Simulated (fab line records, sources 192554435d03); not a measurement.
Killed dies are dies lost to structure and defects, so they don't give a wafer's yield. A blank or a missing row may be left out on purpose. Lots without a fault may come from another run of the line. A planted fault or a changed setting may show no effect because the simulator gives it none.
Chamber matching | flow n5_finfet | N5_SD_EPI_P_ETCH_16 on rie_diel-02: 4 sister chambers
The step etches SiO2 in CHF3/O2, target depth 5 nm. 4 wafers are shown with their chamber, then 8 later ones without.

WAFERS WITH THEIR CHAMBER
wafer  | chamber | showerhead_plenum_p_Torr (Torr)
L082.6 | 3       | 2.40
L088.1 | 2       | 2.50
L088.2 | 0       | 2.39
L089.2 | 1       | 2.34

WAFERS WITHOUT THEIR CHAMBER
wafer  | showerhead_plenum_p_Torr (Torr)
L089.3 | 2.39
L089.5 | 2.33
L092.1 | 2.39
L092.2 | 2.33
L092.5 | 2.33
L093.4 | 2.39
L093.5 | 2.33
L093.6 | 2.39

WHICH CHAMBER EACH WENT THROUGH
wafer  | from the rows above     | in truth
L089.3 | can't be placed: 0 or 3 | 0
L089.5 | 1                       | 1
L092.1 | can't be placed: 0 or 3 | 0
L092.2 | 1                       | 1
L092.5 | 1                       | 1
L093.4 | can't be placed: 0 or 3 | 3
L093.5 | 1                       | 1
L093.6 | can't be placed: 0 or 3 | 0
Placed correctly: 4 of 8. Can't be placed from these rows: 4 (the true chamber is among the candidates in 4). Placed wrongly: 0.
How it was worked out, from the rows above alone: a wafer's distance from a chamber is the root of the sum, over the readings, of the square of ((its reading less the chamber's mean) divided by the reading's scatter). The wafer belongs to the nearest chamber; if the next one is less than 2 further off, it can't be placed. A chamber's mean is the mean of its shown wafers. The scatter: with one shown wafer a chamber, the root of the mean of the squares of how far each hidden wafer lies from its nearest shown one.
